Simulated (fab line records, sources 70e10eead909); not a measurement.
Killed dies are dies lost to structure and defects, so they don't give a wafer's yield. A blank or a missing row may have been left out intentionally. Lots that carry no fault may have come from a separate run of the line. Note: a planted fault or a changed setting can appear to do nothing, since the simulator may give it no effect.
fab line records    flow nandHarc
record lots=13  wafers=39  lastDay=24
route steps=1159 shown P_START@1 P_ZERO_WELL@61 P_STI@72 END@1159
lots that met no fault: from a run of the same line without faults
startH: the number of hours between the record's first day and the start of the first shown wafer of the lot    waitH: hours elapsed since this lot's preceding step    " as in the row above    L1.1+2: several wafers, shown together as one row    - either no value or no given start    * or withheld: withheld    < > ~ a bound
route shown NAME@n: NAME is a module with steps in the file, n the number in the route of the first one    usual: mean/standard deviation of fault-free wafers    same: alike in all rows    chamber/n: place in a boat    sites: per-site readings    _std_site: standard deviation of those values    _edge_site: outer sites' mean less inner sites'    radiusMm: how far each site lies from the wafer's centre    mask NAME#n: copy n    behind: the most recent tool/chamber to have shaped the wafer    hold: reason for holding the lot/hours on hold/outcome of the hold    device: transistor that didn't switch, given as n, p or np    end of line: tests run on the same wafers once the route is complete    step lacking rows: just its recipe    killed: dies that structure and defects cost at the first sort, which is not the same as the wafer's yield    map: per-die view of a wafer (x killed, . not killed, _ where there is no die)
set.NAME: the run value of the setting; set.NAME@STEP: its run value at that earlier step    model.NAME: the simulator's own value behind a step, which no gauge read
the route's steps for a sample of lots (tables are steps, rows are wafers)
services: when a tool's chamber went out of use (startH, in hours from the record's first day, below 0 if earlier), for how many hours, and the reason
## steps
# step NHARC_P_START_INSPECT_01
# usual rawDefectCount=3.5/2
lot.wafer  tool              chamber  startH  waitH  rawDefectCount
L146.1     defectInspect-02  -        18.04   -      2
L146.2     "                 -        "       "      2
L146.6     "                 -        "       "      2
L147.1     defectInspect-01  -        24.04   -      5
L147.4     "                 -        "       "      4
L147.5     "                 -        "       "      3
L148.3     defectInspect-01  -        30.04   -      4
L148.4     "                 -        "       "      1
L148.5     "                 -        "       "      5
L150.3     defectInspect-01  -        42.04   -      3
L150.5     "                 -        "       "      5
L150.6     "                 -        "       "      1
L152.1     defectInspect-01  -        54.04   -      4
L152.2     "                 -        "       "      2
L152.5     "                 -        "       "      2
L153.1     defectInspect-02  -        60.03   -      1
L153.3     "                 -        "       "      1
L153.5     "                 -        "       "      1
L154.2     defectInspect-01  -        66.04   -      7
L154.5     "                 -        "       "      1
L154.6     "                 -        "       "      1
L156.1     defectInspect-02  -        78.04   -      4
L156.5     "                 -        "       "      8
L156.6     "                 -        "       "      5
L158.1     defectInspect-02  -        90.04   -      3
L158.3     "                 -        "       "      0
L158.5     "                 -        "       "      2
L163.1     defectInspect-01  -        120.04  -      2
L163.3     "                 -        "       "      5
L163.5     "                 -        "       "      5
L165.3     defectInspect-02  -        132.04  -      4
L165.4     "                 -        "       "      1
L165.6     "                 -        "       "      7
L166.3     defectInspect-01  -        138.04  -      4
L166.5     "                 -        "       "      1
L166.6     "                 -        "       "      2
L168.1     defectInspect-01  -        150.04  -      8
L168.2     "                 -        "       "      3
L168.6     "                 -        "       "      4
# step NHARC_P_ZERO_WELL_DESCUM_54
# recipe timeS=3  o2FlowSccm=200  arFlowSccm=0  biasPowerW=0  chemistry=O2
# usual drypumpMotorCurrentA=5.7/0.38  oesProductAu=1.005/0.0074  rfVppV=58.2/0.84  showerheadPlenumPTorr=1.98/0.067  throttleValvePct=11.311/0.0099
lot.wafer  tool        chamber  startH  waitH  drypumpMotorCurrentA  oesProductAu  rfHoursCounterH  rfVppV  showerheadPlenumPTorr  throttleValvePct
L146.2     rieDiel-02  3        23.65   -      5.4                   1.014         2                58.0    2.00                   11.301
L146.1     "           1        "       "      5.6                   1.004         2                58.5    2.07                   11.323
L146.6     "           2        "       "      5.6                   1.006         -                58.0    1.92                   11.324
L147.4     rieDiel-02  3        29.95   -      5.4                   1.008         3                58.2    2.00                   11.311
L147.1     "           0        "       "      6.3                   1.003         2                57.9    1.94                   11.310
L147.5     "           1        "       "      5.6                   1.008         -                58.5    2.07                   11.297
L148.3     rieDiel-07  3        35.84   -      5.3                   0.992         12               58.0    1.79                   11.304
L148.4     "           3        "       "      5.3                   0.988         -                58.0    1.79                   11.326
L148.5     "           1        "       "      5.2                   0.987         -                58.2    2.02                   11.315
L150.3     rieDiel-02  2        47.96   -      5.6                   0.998         4                57.5    1.92                   11.303
L150.6     "           1        "       "      5.6                   1.001         -                59.5    2.07                   11.299
L150.5     "           2        "       "      5.6                   1.001         -                58.0    1.92                   11.332
L152.2     rieDiel-04  3        59.76   -      6.4                   1.000         10               58.2    2.01                   11.310
L152.1     "           1        "       "      5.9                   1.005         9                59.2    2.06                   11.313
L152.5     "           3        "       "      6.4                   1.005         -                57.2    2.01                   11.306
L153.1     rieDiel-07  2        65.68   -      5.8                   1.004         1                58.6    2.00                   11.322
L153.3     "           1        "       "      5.2                   1.002         1                58.8    2.02                   11.339
L153.5     "           3        "       "      5.3                   0.999         -                57.6    1.79                   11.312
L154.2     rieDiel-04  3        71.87   -      6.4                   1.006         11               58.3    2.01                   11.314
L154.6     "           1        "       "      6.0                   1.005         -                59.3    2.06                   11.313
L154.5     "           2        "       "      5.5                   1.011         -                56.0    1.95                   11.315
L156.1     rieDiel-07  0        83.71   -      5.0                   0.997         1                57.9    1.96                   11.310
L156.5     "           1        "       "      5.2                   0.998         -                59.5    2.02                   11.302
L156.6     "           2        "       "      5.7                   1.007         -                58.4    2.00                   11.321
L158.3     rieDiel-02  3        95.99   -      5.4                   1.008         6                57.8    1.99                   11.309
L158.1     "           1        "       "      5.6                   1.014         6                58.2    2.07                   11.317
L158.5     "           2        "       "      5.7                   1.020         -                58.9    1.92                   11.307
L163.1     rieDiel-02  3        125.97  -      5.4                   1.019         8                58.4    1.99                   11.319
L163.3     "           2        "       "      5.7                   1.018         9                58.8    1.92                   11.316
L163.5     "           0        "       "      6.3                   1.013         -                58.6    1.94                   11.308
L165.3     rieDiel-07  0        138.27  -      5.1                   1.006         6                58.2    1.96                   11.313
L165.4     "           1        "       "      5.3                   0.991         5                59.2    2.02                   11.328
L165.6     "           1        "       "      5.2                   0.991         -                58.0    2.02                   11.308
L166.3     rieDiel-04  3        143.94  -      6.4                   1.009         2                57.1    2.01                   11.303
L166.6     "           1        "       "      6.0                   0.997         -                58.2    2.06                   11.326
L166.5     "           2        "       "      5.5                   1.002         -                58.6    1.95                   11.310
L168.1     rieDiel-04  2        156.03  -      5.5                   1.006         3                57.9    1.95                   11.313
L168.2     "           1        "       "      6.0                   1.005         2                59.3    2.06                   11.307
L168.6     "           2        "       "      5.5                   1.008         -                58.1    1.95                   11.319
# step NHARC_P_STI_OXIDE_29
# recipe targetThkA=100  tempC=900  oxTimeS=1362  material=SiO2
# usual oxTempC=900.0/0.45  zonePowerLowerPct=17.27/0.24
# same oxTimeS=1362
lot.wafer  tool        chamber  startH  waitH  oxTempC  zonePowerLowerPct
L146.1     furnace-03  0        29.00   -      899.7    17.23
L146.2     "           0        "       "      900.1    17.22
L146.6     "           0        "       "      900.3    17.13
L147.1     furnace-04  0        35.56   -      899.8    17.37
L147.4     "           0        "       "      899.5    17.41
L147.5     "           0        "       "      900.0    17.06
L148.3     furnace-04  0        44.13   -      900.6    16.83
L148.4     "           0        "       "      900.6    16.85
L148.5     "           0        "       "      900.7    17.35
L150.3     furnace-04  0        53.60   -      899.8    17.27
L150.5     "           0        "       "      899.6    17.31
L150.6     "           0        "       "      899.8    17.39
L152.1     furnace-04  0        65.38   -      900.0    17.09
L152.2     "           0        "       "      900.7    17.28
L152.5     "           0        "       "      899.8    17.17
L153.1     furnace-07  0        74.49   -      899.9    17.96
L153.3     "           0        "       "      900.5    17.82
L153.5     "           0        "       "      900.1    17.74
L153.1     furnace-07  0        82.56   4.4    899.2    17.64
L153.3     "           0        "       "      899.2    17.90
L153.5     "           0        "       "      900.0    17.99
L154.2     furnace-07  0        74.49   -      899.7    17.70
L154.5     "           0        "       "      899.8    17.94
L154.6     "           0        "       "      900.3    17.79
L154.2     furnace-04  0        79.43   1.3    899.9    17.10
L154.5     "           0        "       "      900.1    17.26
L154.6     "           0        "       "      900.1    17.00
L156.1     furnace-03  0        89.31   -      899.7    17.23
L156.5     "           0        "       "      899.9    17.34
L156.6     "           0        "       "      900.5    17.41
L158.1     furnace-04  0        104.15  -      899.3    17.09
L158.3     "           0        "       "      899.5    17.16
L158.5     "           0        "       "      899.4    17.34
L163.1     furnace-04  0        131.72  -      900.3    17.10
L163.3     "           0        "       "      900.1    17.23
L163.5     "           0        "       "      900.2    17.30
L165.3     furnace-03  0        146.46  -      899.6    17.40
L165.4     "           0        "       "      900.5    17.23
L165.6     "           0        "       "      900.0    16.86
L166.3     furnace-03  0        146.46  -      899.6    17.15
L166.5     "           0        "       "      900.1    17.41
L166.6     "           0        "       "      900.0    17.20
L168.1     furnace-03  0        162.91  -      900.7    17.36
L168.2     "           0        "       "      900.0    17.46
L168.6     "           0        "       "      900.0    17.18
# step NHARC_P_STI_ETCH_15
# recipe targetDepthA=3000  taperDeg=4  timeS=100.1  hbrFlowSccm=150  cl2FlowSccm=50  rfW=400  icpW=400  biasW=100  chemistry=HBr/Cl2
# usual drypumpMotorCurrentA=5.8/0.45  oesProductAu=0.997/0.0088  throttleValvePct=26.406/0.009
lot.wafer  tool      chamber  startH  waitH  drypumpMotorCurrentA  oesProductAu  rfHoursCounterH  throttleValvePct
L146.2     rieSi-05  1        41.13   -      5.6                   0.981         1.1              26.407
L146.1     "         0        "       "      5.4                   0.991         0.9              26.397
L146.6     "         1        "       "      5.6                   0.984         -                26.410
L147.4     rieSi-02  1        47.42   -      6.2                   0.983         0.0              26.404
L147.1     "         2        "       "      5.8                   0.985         0.0              26.400
L147.5     "         2        "       "      5.7                   0.990         -                26.395
L148.3     rieSi-04  0        56.08   -      5.5                   0.998         0.9              26.404
L148.4     "         1        "       "      4.8                   1.001         0.9              26.407
L148.5     "         1        "       "      4.8                   1.004         -                26.398
L150.3     rieSi-02  0        65.64   -      5.6                   0.993         0.3              26.401
L150.6     "         1        "       "      6.2                   0.988         -                26.401
L150.5     "         2        "       "      5.7                   1.018         -                26.401
L152.1     rieSi-05  2        77.12   -      6.6                   0.999         0.1              26.395
L152.2     "         3        "       "      5.1                   0.989         0.1              26.410
L152.5     "         2        "       "      6.6                   1.004         -                26.407
L154.2     rieSi-05  3        89.78   -      5.1                   0.997         0.1              26.398
L154.5     "         2        "       "      6.6                   0.994         -                26.411
L154.6     "         3        "       "      5.1                   0.988         -                26.412
L153.1     rieSi-02  1        91.48   -      6.2                   0.980         0.4              26.406
L153.3     "         2        "       "      5.7                   1.011         0.3              26.404
L153.5     "         0        "       "      5.6                   0.999         -                26.410
L156.1     rieSi-02  3        101.22  -      6.0                   1.000         0.4              26.391
L156.6     "         0        "       "      5.6                   0.997         -                26.400
L156.5     "         1        "       "      6.3                   0.980         -                26.422
L158.3     rieSi-04  2        116.25  -      6.0                   0.996         0.0              26.406
L158.1     "         0        "       "      5.5                   0.989         0.1              26.398
L158.5     "         1        "       "      4.8                   1.011         -                26.402
L163.1     rieSi-04  3        143.68  -      5.5                   1.004         0.3              26.412
L163.3     "         1        "       "      4.9                   0.998         0.2              26.395
L163.5     "         2        "       "      6.0                   1.004         -                26.427
L165.4     rieSi-02  1        158.50  -      6.2                   1.006         -                26.396
L165.3     "         2        "       "      5.7                   1.011         -                26.414
L165.6     "         1        "       "      6.2                   1.008         -                26.413
L166.3     rieSi-05  0        158.65  -      5.5                   1.011         0.5              26.406
L166.6     "         1        "       "      5.6                   1.008         -                26.394
L166.5     "         2        "       "      6.5                   1.000         -                26.414
L168.1     rieSi-05  1        174.96  -      5.6                   1.000         0.7              26.389
L168.2     "         2        "       "      6.5                   0.990         0.8              26.429
L168.6     "         0        "       "      5.4                   1.011         -                26.398
# step NHARC_END_SORT_01
# recipe tempC=25
# usual killedAtArray=29/8.4  killedAtOther=0.7/1.2  killedAtPeriphery=3.8/2.1  killedDies=33/9  killedOpen=3.4/2  killedShort=2.1/1.4
# same grossDies=677
lot.wafer  tool       chamber  startH  waitH  killedAtArray  killedAtOther  killedAtPeriphery  killedDies  killedOpen  killedShort
L163.1     prober-01  0        550.26  2.5    39             2              0                  41          2           2
L163.3     prober-01  0        551.88  3.1    45             1              4                  50          3           1
L163.5     prober-01  0        553.50  3.7    50             0              3                  53          4           1
L166.3     prober-01  0        559.69  3.1    40             1              8                  49          2           5
L166.5     prober-01  0        561.28  3.7    33             1              4                  38          4           2
L166.6     prober-01  0        562.08  4.0    35             1              7                  43          4           3
# killed by level:class
L163.1 A_CHANNEL_HOLE_D1:chamberFilmFlake=24 A_SLIT:chamberFilmFlake=5 A_STAIRCASE:chamberFilmFlake=3 A_CONTACT:chamberFilmFlake=3 A_ONON_D1:geometricParticle:open=1 A_CONTACT:geometricParticle:short=1 A_CONTACT:geometricParticle:open=1 A_BLC:geometricParticle:short=1
L163.3 A_CHANNEL_HOLE_D1:chamberFilmFlake=20 A_SLIT:chamberFilmFlake=16 A_CONTACT:chamberFilmFlake=5 P_GATE:chamberFilmFlake=2 A_STAIRCASE:chamberFilmFlake=2 P_CONTACT:geometricParticle:open=1 A_ONON_D1:geometricParticle:open=1 A_WL_FILL:geometricParticle:open=1
L163.5 A_CHANNEL_HOLE_D1:chamberFilmFlake=20 A_SLIT:chamberFilmFlake=18 A_CONTACT:chamberFilmFlake=5 A_STAIRCASE:chamberFilmFlake=4 A_M1:geometricParticle:open=2 P_GATE:geometricParticle:short=1 P_CONTACT:geometricParticle:open=1 A_ONON_D1:geometricParticle:open=1
L166.3 A_SLIT:chamberFilmFlake=20 A_CHANNEL_HOLE_D1:chamberFilmFlake=14 P_ZERO_WELL:chamberFilmFlake=2 P_GATE:chamberFilmFlake=2 A_CONTACT:chamberFilmFlake=2 P_CONTACT:geometricParticle:short=1 P_M1:geometricParticle:short=1 P_BONDPAD:geometricParticle:short=1
L166.5 A_SLIT:chamberFilmFlake=17 A_CHANNEL_HOLE_D1:chamberFilmFlake=7 A_CONTACT:chamberFilmFlake=3 P_CONTACT:geometricParticle:short=1 P_CONTACT:geometricParticle:open=1 A_CHANNEL_FILL_D1:geometricParticle:short=1 A_STAIRCASE:geometricParticle:open=1 A_SGD_CUT:geometricParticle:open=1
L166.6 A_SLIT:chamberFilmFlake=21 A_CHANNEL_HOLE_D1:chamberFilmFlake=8 P_CONTACT:geometricParticle:open=2 P_GATE:chamberFilmFlake=2 A_CONTACT:chamberFilmFlake=2 P_GATE:geometricParticle:open=1 P_M0:geometricParticle:open=1 A_ONON_D1:geometricParticle:short=1
## services
tool        chamber  startH  hours  kind
rieDiel-02  0        7.20    -      clean
rieSi-02    1        11.45   22.2   repair
rieDiel-07  3        13.70   9.6    repair
rieSi-04    2        20.76   8.4    repair
rieSi-02    0        28.32   3.7    repair
rieDiel-07  0        31.15   6.9    repair
rieSi-02    -        34.00   9.0    pm
rieDiel-02  1        35.48   9.8    repair
rieDiel-04  0        45.29   1.6    repair
rieDiel-07  -        45.59   0.4    repair
rieDiel-02  3        49.10   18.8   repair
rieDiel-07  -        51.20   9.0    pm
rieSi-05    -        62.00   9.0    pm
rieSi-02    2        76.22   2.9    repair
rieDiel-07  3        90.14   4.6    repair
rieDiel-07  1        94.74   4.8    repair
rieSi-04    -        99.00   9.0    pm
rieDiel-04  -        111.98  9.0    pm
rieSi-02    0        143.26  24.0   repair
rieDiel-02  0        150.86  5.7    repair
rieDiel-02  -        150.93  9.0    pm
rieDiel-04  -        152.04  2.6    repair
rieSi-02    3        157.35  26.1   repair
rieSi-05    -        162.97  1.1    repair
## key
firstSign step=NHARC_P_STI_OXIDE_29  reading=visit  direction=added
effect none on later readings
metAt NHARC_P_STI_OXIDE_29
struckLots L153,L154
testerLeftOut L153,L154
notActingAt NHARC_P_START_INSPECT_01,NHARC_P_ZERO_WELL_DESCUM_54,NHARC_P_STI_ETCH_15
fault kind=repeatedStepWhole  tool=furnace-03,furnace-04,furnace-07  chamber=-  onsetH=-  steps=NHARC_P_STI_OXIDE_29  times=1  scope=struckLotsOnly
# testerLeftOut: of these lots the tester's yield and bins aren't shown, on N5 and GAA mostly nor the transistor test; their killed dies are dies lost to structure and defects alone, not to doping, threshold or leakage, so they don't give the yield
